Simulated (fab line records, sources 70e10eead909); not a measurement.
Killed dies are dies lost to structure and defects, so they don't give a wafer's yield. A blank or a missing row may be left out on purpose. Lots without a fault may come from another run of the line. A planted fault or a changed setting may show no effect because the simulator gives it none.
Chamber matching | flow nand_harc | NHARC_A_STAIRCASE_DESCUM_11 on rie_diel-03: 4 sister chambers
The step chemistry O2, time 3 s. 14 wafers are shown with their chamber, then 7 later ones without.

WAFERS WITH THEIR CHAMBER
wafer  | chamber | showerhead_plenum_p_Torr (Torr) | oes_product_au (a.u.) | throttle_valve_pct (%)
L074.1 | 0       | 2.03                            | 0.994                 | 11.306
L074.2 | 2       | 1.77                            | 0.995                 | 11.327
L074.5 | 1       | 1.79                            | 0.982                 | 11.313
L075.1 | 0       | 2.03                            | 1.000                 | 11.320
L075.3 | 3       | 1.92                            | 0.982                 | 11.306
L075.6 | 2       | 1.77                            | 1.003                 | 11.293
L077.2 | 0       | 2.03                            | 0.993                 | 11.304
L077.4 | 1       | 1.79                            | 0.984                 | 11.318
L077.6 | 2       | 1.77                            | 1.005                 | 11.329
L077.1 | 2       | 1.77                            | 1.007                 | 11.325
L077.3 | 3       | 1.92                            | 0.994                 | 11.310
L077.5 | 1       | 1.79                            | 0.996                 | 11.329
L084.2 | 3       | 1.91                            | 0.995                 | 11.306
L084.3 | 0       | 2.02                            | 1.013                 | 11.312

SIGNATURES (means of the wafers above)
reading                  | chamber 0 | chamber 1 | chamber 2 | chamber 3 | scatter within a chamber
showerhead_plenum_p_Torr | 2.0275    | 1.7900    | 1.7700    | 1.9167    | 0.00376
oes_product_au           | 1.00000   | 0.98733   | 1.00250   | 0.99033   | 0.00746
throttle_valve_pct       | 11.31050  | 11.32000  | 11.31850  | 11.30733  | 0.0108
Rule: a wafer's distance from a chamber is the root of the sum, over the readings, of the square of ((its reading less the chamber's mean) divided by the reading's scatter). The wafer belongs to the nearest chamber; if the next one is less than 2 further off, it can't be placed. The scatter: the root of (the sum of the squares of (reading less its chamber's mean) over the shown wafers, divided by (wafers less chambers)).

WAFERS WITHOUT THEIR CHAMBER
wafer  | showerhead_plenum_p_Torr (Torr) | oes_product_au (a.u.) | throttle_valve_pct (%)
L084.6 | 2.02                            | 1.006                 | 11.305
L093.1 | 1.90                            | 0.997                 | 11.312
L093.2 | 2.07                            | 0.997                 | 11.310
L093.3 | 1.78                            | 0.976                 | 11.315
L095.3 | 1.90                            | 1.002                 | 11.315
L095.4 | 2.00                            | 1.014                 | 11.309
L095.6 | 1.78                            | 1.002                 | 11.316

WHICH CHAMBER EACH WENT THROUGH
wafer  | from the rows above     | in truth
L084.6 | 0                       | 0
L093.1 | 3                       | 3
L093.2 | 0                       | 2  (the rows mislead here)
L093.3 | can't be placed: 1 or 2 | 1
L095.3 | 3                       | 3
L095.4 | 0                       | 0
L095.6 | can't be placed: 2 or 1 | 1
Placed correctly: 4 of 7. Can't be placed from these rows: 2 (the true chamber is among the candidates in 2). Placed wrongly: 1.
